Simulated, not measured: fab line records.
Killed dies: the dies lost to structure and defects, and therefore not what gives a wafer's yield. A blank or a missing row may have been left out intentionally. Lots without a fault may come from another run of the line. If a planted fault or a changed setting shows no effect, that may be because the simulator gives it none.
Chamber matching :: flow n5Finfet :: N5_BEOL_M10_STRIP_19 on rieDiel-01 has 4 sister chambers
The step strips in O2. 18 wafers are shown with their chamber, then 9 later ones without.

== EACH WAFER AND ITS CHAMBER ==
wafer: L075.1
chamber: 0
drypumpMotorCurrentA (A): 6.5
throttleValvePct (%): 16.28
oesProductAu (a.u.): 0.84

wafer: L075.2
chamber: 3
drypumpMotorCurrentA (A): 4.8
throttleValvePct (%): 16.89
oesProductAu (a.u.): 0.71

wafer: L075.3
chamber: 2
drypumpMotorCurrentA (A): 5.7
throttleValvePct (%): 16.66
oesProductAu (a.u.): 0.92

wafer: L076.3
chamber: 3
drypumpMotorCurrentA (A): 4.8
throttleValvePct (%): 16.89
oesProductAu (a.u.): 0.71

wafer: L076.4
chamber: 0
drypumpMotorCurrentA (A): 6.5
throttleValvePct (%): 16.28
oesProductAu (a.u.): 0.84

wafer: L076.6
chamber: 3
drypumpMotorCurrentA (A): 4.8
throttleValvePct (%): 16.89
oesProductAu (a.u.): 0.72

wafer: L081.3
chamber: 1
drypumpMotorCurrentA (A): 5.8
throttleValvePct (%): 16.39
oesProductAu (a.u.): 1.00

wafer: L081.5
chamber: 1
drypumpMotorCurrentA (A): 5.7
throttleValvePct (%): 16.40
oesProductAu (a.u.): 0.99

wafer: L081.6
chamber: 0
drypumpMotorCurrentA (A): 6.5
throttleValvePct (%): 16.31
oesProductAu (a.u.): 0.82

wafer: L084.1
chamber: 2
drypumpMotorCurrentA (A): 5.7
throttleValvePct (%): 16.70
oesProductAu (a.u.): 0.87

wafer: L084.3
chamber: 1
drypumpMotorCurrentA (A): 5.7
throttleValvePct (%): 16.42
oesProductAu (a.u.): 0.95

wafer: L084.6
chamber: 0
drypumpMotorCurrentA (A): 6.5
throttleValvePct (%): 16.35
oesProductAu (a.u.): 0.81

wafer: L086.3
chamber: 2
drypumpMotorCurrentA (A): 5.7
throttleValvePct (%): 16.72
oesProductAu (a.u.): 0.85

wafer: L086.4
chamber: 3
drypumpMotorCurrentA (A): 4.8
throttleValvePct (%): 16.94
oesProductAu (a.u.): 0.69

wafer: L086.5
chamber: 0
drypumpMotorCurrentA (A): 6.5
throttleValvePct (%): 16.34
oesProductAu (a.u.): 0.81

wafer: L090.1
chamber: 1
drypumpMotorCurrentA (A): 5.7
throttleValvePct (%): 16.47
oesProductAu (a.u.): 0.92

wafer: L090.2
chamber: 0
drypumpMotorCurrentA (A): 6.6
throttleValvePct (%): 16.33
oesProductAu (a.u.): 0.81

wafer: L090.6
chamber: 1
drypumpMotorCurrentA (A): 5.8
throttleValvePct (%): 16.47
oesProductAu (a.u.): 0.93

SIGNATURES (means of the wafers above)
reading: drypumpMotorCurrentA
chamber 0: 6.517
chamber 1: 5.740
chamber 2: 5.700
chamber 3: 4.800
scatter within a chamber: 0.0381

reading: throttleValvePct
chamber 0: 16.3150
chamber 1: 16.4300
chamber 2: 16.6933
chamber 3: 16.9025
scatter within a chamber: 0.0317

reading: oesProductAu
chamber 0: 0.8217
chamber 1: 0.9580
chamber 2: 0.8800
chamber 3: 0.7075
scatter within a chamber: 0.0257
Rule: a wafer lies at a distance from a chamber equal to the root of the sum of squares, over the readings, of (its reading less the chamber's mean, divided by the reading's scatter). The wafer belongs to the nearest chamber; if the next one is less than 2 further off, it can't be placed. How the scatter is found: for the shown wafers, subtract from each reading the mean of its chamber, square and add these, divide the total by (wafers less chambers), then take the root.

== WAFERS MISSING THEIR CHAMBER ==
wafer: L092.3
drypumpMotorCurrentA (A): 5.7
throttleValvePct (%): 16.49
oesProductAu (a.u.): 0.90

wafer: L092.4
drypumpMotorCurrentA (A): 6.5
throttleValvePct (%): 16.37
oesProductAu (a.u.): 0.79

wafer: L092.6
drypumpMotorCurrentA (A): 5.7
throttleValvePct (%): 16.45
oesProductAu (a.u.): 0.90

wafer: L096.1
drypumpMotorCurrentA (A): 5.8
throttleValvePct (%): 16.48
oesProductAu (a.u.): 0.88

wafer: L096.2
drypumpMotorCurrentA (A): 4.8
throttleValvePct (%): 16.51
oesProductAu (a.u.): 0.95

wafer: L096.3
drypumpMotorCurrentA (A): 6.5
throttleValvePct (%): 16.38
oesProductAu (a.u.): 0.79

wafer: L097.1
drypumpMotorCurrentA (A): 6.5
throttleValvePct (%): 16.40
oesProductAu (a.u.): 0.79

wafer: L097.2
drypumpMotorCurrentA (A): 5.7
throttleValvePct (%): 16.76
oesProductAu (a.u.): 0.82

wafer: L097.4
drypumpMotorCurrentA (A): 4.8
throttleValvePct (%): 16.52
oesProductAu (a.u.): 0.93

== WHICH CHAMBER EACH ONE RAN IN ==
wafer: L092.3
from the rows above: 1
in truth: 1

wafer: L092.4
from the rows above: 0
in truth: 0

wafer: L092.6
from the rows above: 1
in truth: 1

wafer: L096.1
from the rows above: 1
in truth: 1

wafer: L096.2
from the rows above: 3
in truth: 3

wafer: L096.3
from the rows above: 0
in truth: 0

wafer: L097.1
from the rows above: 0
in truth: 0

wafer: L097.2
from the rows above: 2
in truth: 2

wafer: L097.4
from the rows above: 3
in truth: 3
Placed correctly: 9 of 9. Left unplaced by these rows: 0. Placed wrongly: 0.
